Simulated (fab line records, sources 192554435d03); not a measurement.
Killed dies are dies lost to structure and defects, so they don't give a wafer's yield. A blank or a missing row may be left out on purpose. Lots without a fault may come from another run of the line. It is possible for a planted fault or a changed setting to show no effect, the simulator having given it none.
fab line records	flow n5Finfet
[record] lots = 5	wafers = 15	lastDay = 16
route steps=1938 shown BEOL_M5@1164
lots untouched by any fault: they come from a run of this same line in which no faults occurred
startH: start of the lot's first displayed wafer, in hours after the record's first day	waitH: hours from the lot's prior step to this one	" as in the row above	L1.1+2: a row that stands for several wafers	- value missing, or start not given	* or withheld: withheld	< > ~ a bound
route shown NAME@n: NAME is a module with steps in the file, n the number in the route of the first one	usual: mean/standard deviation taken from wafers without a fault	same: alike in all rows	chamber/n: place in a boat	sites: each site's reading	_std_site: standard deviation of those values	_edge_site: the outer-site mean with the inner-site mean subtracted	radiusMm: how far each site lies from the wafer's centre	mask NAME#n: copy n	behind: the last tool/chamber to shape the wafer	hold: the reason the lot was held/the length of the hold in hours/how it ended	device: the n, p or np transistor that did not switch	end of line: the tests these same wafers got at the end of their route	a step without rows: its recipe alone	killed: dies lost to structure and defects at the first sort, not the wafer's yield	map: the dies of a wafer, with x for killed, . for not killed, _ for no die there
set.NAME: the setting that was run; set.NAME@STEP: the one run at that earlier step	model.NAME: the simulator's own value behind a step, which no gauge read
a table for each step, a row for each wafer; lots at some steps of the route
services: when a tool's chamber went out of use (startH, in hours from the record's first day, below 0 if earlier), for how many hours, and the reason
[[steps]]
[step N5_BEOL_M5_HM_STRIP_39]
[recipe] chemistry = peroxideTinStrip	material = TiN	targetDepthA = 250	tempC = 50	timeS = 158
lot.wafer	tool	chamber	startH	waitH
L079.3+4+5	wetBench-03	6,7,1	196.10	0.0
L080.2+5+6	wetBench-03	6,5,0	200.58	0.0
L095.1+3+4	wetBench-01	6,5,4	290.94	0.0
L094.1+2+5	wetBench-01	4,3,7	295.26	0.0
L096.1+2+3	wetBench-01	0,3,5	301.07	0.0
[step N5_BEOL_M5_SRD_40]
[recipe] timeS = 30	tempC = 23	rinseLiquid = diw	dry = ipaMarangoni
lot.wafer	tool	chamber	startH	waitH
L079.3+4+5	wetBench-03	6,7,1	196.15	0.0
L080.2+5+6	wetBench-03	6,5,0	200.62	0.0
L095.1+3+4	wetBench-01	6,5,4	290.99	0.0
L094.1+2+5	wetBench-01	4,3,7	295.31	0.0
L096.1+2+3	wetBench-01	0,3,5	301.12	0.0
[step N5_BEOL_M5_PRECLEAN_42]
[recipe] chemistry = residueRemover	timeS = 60	tempC = 40
lot.wafer	tool	chamber	startH	waitH
L079.3+4+5	wetBench-03	6,7,1	196.17	0.0
L080.2+5+6	wetBench-03	6,5,0	200.64	0.0
L095.1+3+4	wetBench-01	6,5,4	291.01	0.0
L094.1+2+5	wetBench-01	4,3,7	295.33	0.0
L096.1+2+3	wetBench-01	0,3,5	301.14	0.0
[step N5_BEOL_M5_SRD_43]
[recipe] timeS = 30	tempC = 23	rinseLiquid = diw	dry = ipaMarangoni
lot.wafer	tool	chamber	startH	waitH
L079.3+4+5	wetBench-03	6,7,1	196.18	0.0
L080.2+5+6	wetBench-03	6,5,0	200.66	0.0
L095.1+3+4	wetBench-01	6,5,4	291.03	0.0
L094.1+2+5	wetBench-01	4,3,7	295.35	0.0
L096.1+2+3	wetBench-01	0,3,5	301.16	0.0
[step N5_BEOL_M5_CD_MEAS_35]
[recipe] targetCdNm = 28	targetCdYNm = 24	polarity = opening
[usual] cdNm = 28.0/0.44
lot.wafer	tool	chamber	startH	waitH	cdNm
L079.3	cdSem-01	-	196.23	0.0	27.9
L079.4	"	-	"	"	28.0
L079.5	"	-	"	"	27.9
L080.2	cdSem-03	-	200.70	0.0	27.7
L080.5	"	-	"	"	28.0
L080.6	"	-	"	"	28.3
L095.1	cdSem-01	-	291.07	0.0	27.2
L095.3	"	-	"	"	27.3
L095.4	"	-	"	"	27.8
L094.1	cdSem-01	-	295.39	0.0	28.1
L094.2	"	-	"	"	27.3
L094.5	"	-	"	"	27.8
L096.1	cdSem-03	-	301.20	0.0	27.4
L096.2	"	-	"	"	29.0
L096.3	"	-	"	"	28.2
[step N5_BEOL_M5_CURE_80]
[recipe] tempC = 370	timeS = 120	ambient = DMADMS/He	material = SiCOH_lowk
[usual] lampPowerPct = 52.32/0.057	wafer_temp_C_max = 371.9/0.87
lot.wafer	tool	chamber	startH	waitH	lampPowerPct	wafer_temp_C_max
L079.3	uvCure-03	2	196.37	0.1	52.31	372.5
L079.4	"	2	"	"	52.33	372.2
L079.5	"	2	"	"	52.37	372.3
L080.2	uvCure-02	1	200.84	0.1	52.27	372.4
L080.5	"	1	"	"	52.40	371.9
L080.6	"	1	"	"	52.39	372.2
L095.1	uvCure-02	0	291.11	0.0	52.27	372.6
L095.3	"	0	"	"	52.33	372.5
L095.4	"	0	"	"	52.25	373.2
L094.1	uvCure-03	2	295.43	0.0	52.32	371.6
L094.2	"	2	"	"	52.26	371.7
L094.5	"	2	"	"	52.30	372.1
L096.1	uvCure-03	0	301.24	0.0	52.31	371.2
L096.2	"	0	"	"	52.32	370.6
L096.3	"	0	"	"	52.37	371.0
[step N5_BEOL_M5_DEGAS_44]
[recipe] ambient = vacuum	tempC = 250	timeS = 60
[usual] heaterPowerW = 339/34
lot.wafer	tool	chamber	startH	waitH	heaterPowerW
L079.3	pvdSputter-01	-	196.82	0.4	302
L079.4	"	-	"	"	313
L079.5	"	-	"	"	307
L080.2	pvdSputter-03	-	201.46	0.5	368
L080.5	"	-	"	"	394
L080.6	"	-	"	"	380
L095.1	pvdSputter-03	-	291.64	0.5	397
L095.3	"	-	"	"	377
L095.4	"	-	"	"	333
L094.1	pvdSputter-03	-	295.76	0.3	398
L094.2	"	-	"	"	335
L094.5	"	-	"	"	400
L096.1	pvdSputter-02	-	301.87	0.5	310
L096.2	"	-	"	"	320
L096.3	"	-	"	"	350
[step N5_BEOL_M5_PRE_CLEAN_45]
[recipe] gas = H2/He	timeS = 30	tempC = 250
[usual] heaterPowerW = 339/34
lot.wafer	tool	chamber	startH	waitH	heaterPowerW
L079.3	pvdSputter-01	-	196.86	0.0	298
L079.4	"	-	"	"	324
L079.5	"	-	"	"	301
L080.2	pvdSputter-03	-	201.50	0.0	373
L080.5	"	-	"	"	399
L080.6	"	-	"	"	369
L095.1	pvdSputter-03	-	291.68	0.0	395
L095.3	"	-	"	"	375
L095.4	"	-	"	"	337
L094.1	pvdSputter-03	-	295.80	0.0	394
L094.2	"	-	"	"	341
L094.5	"	-	"	"	398
L096.1	pvdSputter-02	-	301.91	0.0	317
L096.2	"	-	"	"	321
L096.3	"	-	"	"	346
[step N5_BEOL_M5_ALD_86]
[recipe] material = TaN	targetThkA = *	tempC = 275	aldPrecursorFamily = PDMAT	aldCoReactant = NH3	pressureTorr = 3	carrierFlowSccm = 1500	pulseTimeS = 2	purgeTimeS = 3	coReactantPurgeTimeS = 2	coReactantPulseTimeS = 3	aldCycles = 30	precursorVesselTempC = 75	precursorVesselPressureTorr = 26.25	precursorVesselCarrierSccm = 1000
[usual] heaterPowerW = 405/41
lot.wafer	tool	chamber	startH	waitH	heaterPowerW
L079.3	aldMetal-04	2	196.92	0.0	396
L079.4	"	3	"	"	433
L079.5	"	1	"	"	345
L080.2	aldMetal-04	2	201.56	0.0	396
L080.5	"	0	"	"	335
L080.6	"	1	"	"	342
L095.1	aldMetal-02	1	291.74	0.0	399
L095.3	"	2	"	"	375
L095.4	"	0	"	"	450
L094.1	aldMetal-01	0	296.09	0.3	372
L094.2	"	1	"	"	462
L094.5	"	3	"	"	415
L096.1	aldMetal-01	0	302.00	0.1	367
L096.2	"	1	"	"	453
L096.3	"	3	"	"	420
[step N5_BEOL_M5_SURFACE_TREAT_87]
[recipe] gas = Ar	timeS = *	ionEnergyEv = *	ionCurrentMaCm2 = 0.5	pressureMtorr = *	arFlowSccm = 30
[usual] throttleValvePct = *
lot.wafer	tool	chamber	startH	waitH	throttleValvePct
L079.3	pvdSputter-02	-	197.19	0.2	*
L079.4	"	-	"	"	*
L079.5	"	-	"	"	*
L080.2	pvdSputter-02	-	201.79	0.1	*
L080.5	"	-	"	"	*
L080.6	"	-	"	"	*
L095.1	pvdSputter-01	-	292.04	0.2	*
L095.3	"	-	"	"	*
L095.4	"	-	"	"	*
L094.1	pvdSputter-01	-	296.91	0.7	*
L094.2	"	-	"	"	*
L094.5	"	-	"	"	*
L096.1	pvdSputter-02	-	302.35	0.2	*
L096.2	"	-	"	"	*
L096.3	"	-	"	"	*
[step N5_BEOL_M5_CVD_47]
[recipe] material = Co	targetThkA = 30	tempC = withheld	precursor = CCTBA/H2	pressureTorr = 30	timeS = 216
lot.wafer	tool	chamber	startH	waitH
L079.3+4+5	cvdCo-01	1,0,2	197.39	0.2
L080.2+5+6	cvdCo-01	1,2,0	201.85	0.0
L095.1+3+4	cvdCo-02	1,0,2	292.11	0.0
L094.1+2+5	cvdCo-01	2,1,0	296.97	0.0
L096.1+2+3	cvdCo-02	0,2,1	302.58	0.2
[step N5_BEOL_M5_SPUTTER_48]
[recipe] material = Cu	targetThkA = 150	tempC = -20	chamberPressurePa = 0.07	powerW = withheld	timeS = 27.62
[usual] chamberPressurePa = 0.06999/0.00015	throttleValvePct = 29.7/1.1
lot.wafer	tool	chamber	startH	waitH	chamberPressurePa	throttleValvePct
L079.3	pvdSputter-01	-	197.59	0.1	0.06988	28.5
L079.4	"	-	"	"	0.06992	31.9
L079.5	"	-	"	"	0.06995	28.4
L080.2	pvdSputter-01	-	202.02	0.1	0.07023	28.9
L080.5	"	-	"	"	0.07007	28.3
L080.6	"	-	"	"	0.07013	29.3
L095.1	pvdSputter-01	-	292.44	0.3	0.07019	29.3
L095.3	"	-	"	"	0.06973	31.8
L095.4	"	-	"	"	0.07007	29.5
L094.1	pvdSputter-01	-	297.19	0.2	0.07003	28.5
L094.2	"	-	"	"	0.06994	32.2
L094.5	"	-	"	"	0.07014	29.6
L096.1	pvdSputter-03	-	302.82	0.2	0.06995	28.6
L096.2	"	-	"	"	0.06993	30.4
L096.3	"	-	"	"	0.06995	28.7
[step N5_BEOL_M5_ANNEAL_49]
[recipe] tempC = 400	timeS = 1800	ambient = vacuum
[usual] heaterPowerW = 858/84
lot.wafer	tool	chamber	startH	waitH	heaterPowerW
L079.3	pvdSputter-01	-	197.67	0.0	884
L079.4	"	-	"	"	779
L079.5	"	-	"	"	895
L080.2	pvdSputter-01	-	202.10	0.0	749
L080.5	"	-	"	"	907
L080.6	"	-	"	"	1026
L095.1	pvdSputter-01	-	292.52	0.0	747
L095.3	"	-	"	"	771
L095.4	"	-	"	"	978
L094.1	pvdSputter-01	-	297.27	0.0	886
L094.2	"	-	"	"	788
L094.5	"	-	"	"	744
L096.1	pvdSputter-03	-	302.90	0.0	851
L096.2	"	-	"	"	1006
L096.3	"	-	"	"	912
[step N5_BEOL_M5_SPUTTER_81]
[recipe] material = Cu	targetThkA = 150	tempC = -20	chamberPressurePa = 0.07	powerW = withheld	timeS = 27.62
[usual] chamberPressurePa = 0.07002/0.00014	throttleValvePct = 29.7/1.1
lot.wafer	tool	chamber	startH	waitH	chamberPressurePa	throttleValvePct
L079.3	pvdSputter-01	-	198.68	0.5	0.07003	28.5
L079.4	"	-	"	"	0.0701	32.0
L079.5	"	-	"	"	0.07017	28.6
L080.2	pvdSputter-01	-	203.11	0.5	0.0699	29.6
L080.5	"	-	"	"	0.06996	28.5
L080.6	"	-	"	"	0.06984	29.9
L095.1	pvdSputter-01	-	293.53	0.5	0.06993	29.2
L095.3	"	-	"	"	0.07007	32.1
L095.4	"	-	"	"	0.07	29.6
L094.1	pvdSputter-01	-	298.28	0.5	0.07032	28.3
L094.2	"	-	"	"	0.07007	31.8
L094.5	"	-	"	"	0.06999	29.0
L096.1	pvdSputter-03	-	303.90	0.5	0.06979	28.8
L096.2	"	-	"	"	0.07009	30.6
L096.3	"	-	"	"	0.07002	28.7
[step N5_BEOL_M5_ANNEAL_82]
[recipe] tempC = 400	timeS = 1800	ambient = vacuum
[usual] heaterPowerW = 861/82
lot.wafer	tool	chamber	startH	waitH	heaterPowerW
L079.3	pvdSputter-01	-	198.76	0.0	915
L079.4	"	-	"	"	792
L079.5	"	-	"	"	931
L080.2	pvdSputter-01	-	203.19	0.0	742
L080.5	"	-	"	"	896
L080.6	"	-	"	"	1013
L095.1	pvdSputter-01	-	293.61	0.0	766
L095.3	"	-	"	"	805
L095.4	"	-	"	"	996
L094.1	pvdSputter-01	-	298.36	0.0	922
L094.2	"	-	"	"	800
L094.5	"	-	"	"	763
L096.1	pvdSputter-03	-	303.98	0.0	853
L096.2	"	-	"	"	988
L096.3	"	-	"	"	916
[step N5_BEOL_M5_SPUTTER_83]
[recipe] material = Cu	targetThkA = 150	tempC = -20	chamberPressurePa = 0.07	powerW = withheld	timeS = 27.62
[usual] chamberPressurePa = 0.07002/0.00014	throttleValvePct = 29.7/1.1
lot.wafer	tool	chamber	startH	waitH	chamberPressurePa	throttleValvePct
L079.3	pvdSputter-01	-	199.77	0.5	0.06993	28.5
L079.4	"	-	"	"	0.07024	31.9
L079.5	"	-	"	"	0.07013	28.3
L080.2	pvdSputter-01	-	204.19	0.5	0.06991	29.4
L080.5	"	-	"	"	0.07034	28.4
L080.6	"	-	"	"	0.07012	29.6
L095.1	pvdSputter-01	-	294.62	0.5	0.07003	29.2
L095.3	"	-	"	"	0.06991	32.2
L095.4	"	-	"	"	0.07001	29.4
L094.1	pvdSputter-01	-	299.36	0.5	0.06984	28.3
L094.2	"	-	"	"	0.07005	32.0
L094.5	"	-	"	"	0.07	29.3
L096.1	pvdSputter-03	-	304.99	0.5	0.07003	28.6
L096.2	"	-	"	"	0.06981	30.4
L096.3	"	-	"	"	0.07009	28.8
[step N5_BEOL_M5_ANNEAL_84]
[recipe] tempC = 400	timeS = 1800	ambient = vacuum
[usual] heaterPowerW = 859/83
lot.wafer	tool	chamber	startH	waitH	heaterPowerW
L079.3	pvdSputter-01	-	199.85	0.0	917
L079.4	"	-	"	"	800
L079.5	"	-	"	"	904
L080.2	pvdSputter-01	-	204.27	0.0	771
L080.5	"	-	"	"	900
L080.6	"	-	"	"	984
L095.1	pvdSputter-01	-	294.70	0.0	751
L095.3	"	-	"	"	803
L095.4	"	-	"	"	1001
L094.1	pvdSputter-01	-	299.44	0.0	941
L094.2	"	-	"	"	802
L094.5	"	-	"	"	730
L096.1	pvdSputter-03	-	305.07	0.0	850
L096.2	"	-	"	"	1004
L096.3	"	-	"	"	925
[step N5_BEOL_M5_SPUTTER_88]
[recipe] material = Cu	targetThkA = 150	tempC = -20	chamberPressurePa = 0.07	powerW = withheld	timeS = 27.62
[usual] chamberPressurePa = 0.07001/0.00014	throttleValvePct = 29.7/1.1
lot.wafer	tool	chamber	startH	waitH	chamberPressurePa	throttleValvePct
L079.3	pvdSputter-01	-	200.85	0.5	0.07006	28.5
L079.4	"	-	"	"	0.06995	32.0
L079.5	"	-	"	"	0.07019	28.5
L080.2	pvdSputter-01	-	205.28	0.5	0.07	29.3
L080.5	"	-	"	"	0.06998	28.3
L080.6	"	-	"	"	0.07001	29.3
L095.1	pvdSputter-01	-	295.70	0.5	0.07013	29.4
L095.3	"	-	"	"	0.06996	32.2
L095.4	"	-	"	"	0.07011	29.2
L094.1	pvdSputter-01	-	300.45	0.5	0.07006	28.6
L094.2	"	-	"	"	0.06987	32.0
L094.5	"	-	"	"	0.07023	29.4
L096.1	pvdSputter-03	-	306.08	0.5	0.07007	28.7
L096.2	"	-	"	"	0.07018	30.6
L096.3	"	-	"	"	0.07003	28.9
[step N5_BEOL_M5_ANNEAL_89]
[recipe] tempC = 400	timeS = 1800	ambient = vacuum
[usual] heaterPowerW = 859/82
lot.wafer	tool	chamber	startH	waitH	heaterPowerW
L079.3	pvdSputter-01	-	200.93	0.0	911
L079.4	"	-	"	"	781
L079.5	"	-	"	"	900
L080.2	pvdSputter-01	-	205.36	0.0	757
L080.5	"	-	"	"	912
L080.6	"	-	"	"	984
L095.1	pvdSputter-01	-	295.78	0.0	758
L095.3	"	-	"	"	807
L095.4	"	-	"	"	981
L094.1	pvdSputter-01	-	300.53	0.0	923
L094.2	"	-	"	"	806
L094.5	"	-	"	"	769
L096.1	pvdSputter-03	-	306.16	0.0	861
L096.2	"	-	"	"	984
L096.3	"	-	"	"	922
[step N5_BEOL_M5_SPUTTER_90]
[recipe] material = Cu	targetThkA = 45	tempC = -20	chamberPressurePa = 0.07	powerW = withheld	timeS = 8.29
[usual] chamberPressurePa = 0.06999/0.00013	throttleValvePct = 29.7/1.1
lot.wafer	tool	chamber	startH	waitH	chamberPressurePa	throttleValvePct
L079.3	pvdSputter-01	-	201.94	0.5	0.06975	28.8
L079.4	"	-	"	"	0.06986	32.1
L079.5	"	-	"	"	0.07004	28.8
L080.2	pvdSputter-01	-	206.37	0.5	0.06997	29.5
L080.5	"	-	"	"	0.07	28.5
L080.6	"	-	"	"	0.06988	29.6
L095.1	pvdSputter-01	-	296.79	0.5	0.06993	29.2
L095.3	"	-	"	"	0.06978	32.0
L095.4	"	-	"	"	0.06994	29.6
L094.1	pvdSputter-01	-	301.54	0.5	0.06991	28.5
L094.2	"	-	"	"	0.07016	32.3
L094.5	"	-	"	"	0.07013	29.3
L096.1	pvdSputter-03	-	307.16	0.5	0.06995	28.7
L096.2	"	-	"	"	0.06986	30.6
L096.3	"	-	"	"	0.07003	29.0
[step N5_BEOL_M5_ECD_50]
[recipe] material = Cu	targetThkA = 3000
lot.wafer	tool	chamber	startH	waitH
L079.3+4+5	ecdCu-01	0,1,0	202.08	0.1
L080.2+5+6	ecdCu-02	1,0,1	206.48	0.1
L095.1+3+4	ecdCu-01	0,0,1	296.91	0.1
L094.1+2+5	ecdCu-01	1,0,1	301.65	0.1
L096.1+2+3	ecdCu-02	0,1,1	307.28	0.1
[step N5_BEOL_M5_ANNEAL_51]
[recipe] tempC = 225	timeS = 90	ambient = N2
[usual] wafer_temp_C_max = 225.98/0.28
lot.wafer	tool	chamber	startH	waitH	wafer_temp_C_max
L079.3	rtpAnneal-01	0	202.23	0.1	225.81
L079.4	"	0	"	"	225.42
L079.5	"	0	"	"	225.40
L080.2	rtpAnneal-01	0	206.62	0.1	225.99
L080.5	"	0	"	"	225.84
L080.6	"	0	"	"	225.97
L095.1	rtpAnneal-02	0	296.99	0.1	226.42
L095.3	"	0	"	"	226.01
L095.4	"	0	"	"	225.98
L094.1	rtpAnneal-01	0	301.74	0.1	225.87
L094.2	"	0	"	"	225.86
L094.5	"	0	"	"	225.95
L096.1	rtpAnneal-02	0	307.54	0.2	226.11
L096.2	"	0	"	"	226.34
L096.3	"	0	"	"	226.56
[step N5_BEOL_M5_CMP_52]
[recipe] stopOn = SiCOH_lowk	tOverpolishS = 6.9	downForcePsi = 1	platenRpm = 50	clearingPlatenDownForcePsi = 1.5	clearingPlatenRpm = 50	postCmpClean = cuAlkaline	targetThkNm = 62	clearingPlatenPadVelocityMS = 0.99484	padVelocityMS = 0.99484
[usual] barrierFieldEndpointS = 25.0/0.98	clearingPlatenDownForcePsi = 1.500/0.003	motorCurrentA = 5.9/0.72	overpolishRunS = 6.900/0.0086	platenRpm = 50.00/0.036	timeToEndpointS = 63/5.4
lot.wafer	tool	chamber	startH	waitH	barrierFieldEndpointS	clearingPlatenDownForcePsi	motorCurrentA	overpolishRunS	platenRpm	timeToEndpointS
L079.4	cmp-04	2	202.44	0.1	24.0	1.503	6.5	6.903	50.01	54
L079.3	"	0	"	"	24.6	1.502	5.9	6.912	50.02	59
L079.5	"	2	"	"	24.3	1.501	6.8	6.899	49.97	56
L080.2	cmp-01	0	206.94	0.3	23.9	1.502	5.9	6.884	50.03	59
L080.5	"	2	"	"	23.8	1.494	5.1	6.892	50.05	61
L080.6	"	3	"	"	25.1	1.499	6.3	6.906	50.03	63
L095.3	cmp-01	3	297.29	0.2	25.6	1.507	6.2	6.911	50.05	67
L095.4	"	0	"	"	23.3	1.496	6.2	6.898	49.99	58
L095.1	"	1	"	"	24.5	1.500	5.5	6.904	49.97	64
L094.1	cmp-02	0	302.08	0.3	24.7	1.499	5.4	6.891	50.02	67
L094.2	"	2	"	"	26.8	1.499	6.1	6.903	50.00	76
L094.5	"	3	"	"	25.9	1.499	4.8	6.914	49.98	71
L096.3	cmp-04	2	307.84	0.2	24.5	1.496	7.0	6.905	49.98	58
L096.1	"	3	"	"	23.9	1.505	6.5	6.910	50.01	55
L096.2	"	1	"	"	24.4	1.494	5.2	6.893	50.07	65
[step N5_BEOL_M5_THK_MEAS_53]
[recipe] thkMeasGauge = xrf	reads = Cu_of_BEOL_M5_ECD_50
[usual] M5_THK = 62.2/1.8
lot.wafer	tool	chamber	startH	waitH	M5_THK[nm]
L079.3	filmMetro-02	-	202.74	-	59.8
L079.4	"	-	"	"	62.3
L079.5	"	-	"	"	59.3
L080.2	filmMetro-01	-	207.16	-	61.9
L080.5	"	-	"	"	58.4
L080.6	"	-	"	"	64.7
L095.1	filmMetro-01	-	297.59	-	64.1
L095.3	"	-	"	"	62.5
L095.4	"	-	"	"	60.7
L094.1	filmMetro-02	-	302.33	-	60.6
L094.2	"	-	"	"	62.7
L094.5	"	-	"	"	62.5
L096.1	filmMetro-02	-	308.14	-	58.5
L096.2	"	-	"	"	63.6
L096.3	"	-	"	"	61.4
[step N5_BEOL_M5_PRE_CLEAN_77]
[recipe] gas = NH3/H2	timeS = 15	tempC = *	rfPowerW = 300
[usual] heaterPowerW = 89/15
lot.wafer	tool	chamber	startH	waitH	heaterPowerW
L079.3	cvdCo-02	2	202.78	0.0	76
L079.4	"	0	"	"	111
L079.5	"	1	"	"	79
L080.2	cvdCo-02	0	207.31	0.2	109
L080.5	"	1	"	"	81
L080.6	"	0	"	"	109
L095.1	cvdCo-02	2	297.62	0.0	78
L095.3	"	0	"	"	108
L095.4	"	2	"	"	80
L094.1	cvdCo-02	1	302.37	0.0	82
L094.2	"	0	"	"	113
L094.5	"	0	"	"	109
L096.1	cvdCo-01	0	308.17	0.0	72
L096.2	"	1	"	"	90
L096.3	"	2	"	"	101
[step N5_BEOL_M5_CO_CAP_78]
[recipe] material = Co	targetThkA = 20	tempC = 200	precursor = CCTBA/H2	pressureTorr = 30	timeS = 102.1
[usual] heaterPowerW = 241/18
lot.wafer	tool	chamber	startH	waitH	heaterPowerW
L079.3	cvdCo-02	2	202.82	0.0	224
L079.4	"	0	"	"	264
L079.5	"	1	"	"	229
L080.2	cvdCo-02	0	207.35	0.0	267
L080.5	"	1	"	"	228
L080.6	"	0	"	"	267
L095.1	cvdCo-02	2	297.66	0.0	232
L095.3	"	0	"	"	269
L095.4	"	2	"	"	224
L094.1	cvdCo-02	1	302.41	0.0	239
L094.2	"	0	"	"	272
L094.5	"	0	"	"	269
L096.1	cvdCo-01	0	308.21	0.0	218
L096.2	"	1	"	"	243
L096.3	"	2	"	"	252
[step N5_BEOL_M5_PRE_CLEAN_55]
[recipe] gas = NH3	timeS = 15	tempC = withheld	rfPowerW = 300
lot.wafer	tool	chamber	startH	waitH
L079.3+4+5	pecvd-04	1,2,1	202.92	0.1
L080.2+5+6	pecvd-03	1,0,2	207.45	0.1
L095.1+3+4	pecvd-04	2,0,1	297.76	0.1
L094.1+2+5	pecvd-02	0,2,0	302.50	0.1
L096.1+2+3	pecvd-03	1,0,1	308.30	0.1
[[services]]
tool	chamber	startH	hours	kind
uvCure-03	-	178.99	7.5	pm
cmp-04	-	184.76	10.6	repair
cmp-01	-	187.15	1.7	repair
pecvd-04	0	193.65	15.3	repair
uvCure-02	-	202.88	2.1	pm
cmp-01	-	207.58	2.0	repair
uvCure-02	-	210.66	1.3	repair
cvdCo-01	-	220.05	1.5	repair
ecdCu-01	-	222.48	0.5	repair
cmp-01	-	226.68	4.9	pm
uvCure-02	-	231.90	7.9	repair
cmp-04	-	233.36	2.1	repair
cmp-01	-	234.43	27.3	repair
pecvd-03	0	235.17	7.8	repair
pecvd-04	1	244.42	4.1	repair
ecdCu-02	-	253.39	0.7	repair
cmp-01	-	264.17	4.0	pm
cmp-04	-	271.01	1.6	repair
cmp-04	-	274.17	4.0	pm
cmp-04	-	278.17	4.3	pm
cvdCo-02	0	280.72	8.7	repair
cmp-01	-	281.64	1.9	repair
cmp-04	-	285.17	5.1	repair
pecvd-03	2	292.78	6.0	repair
[[key]]
fault none
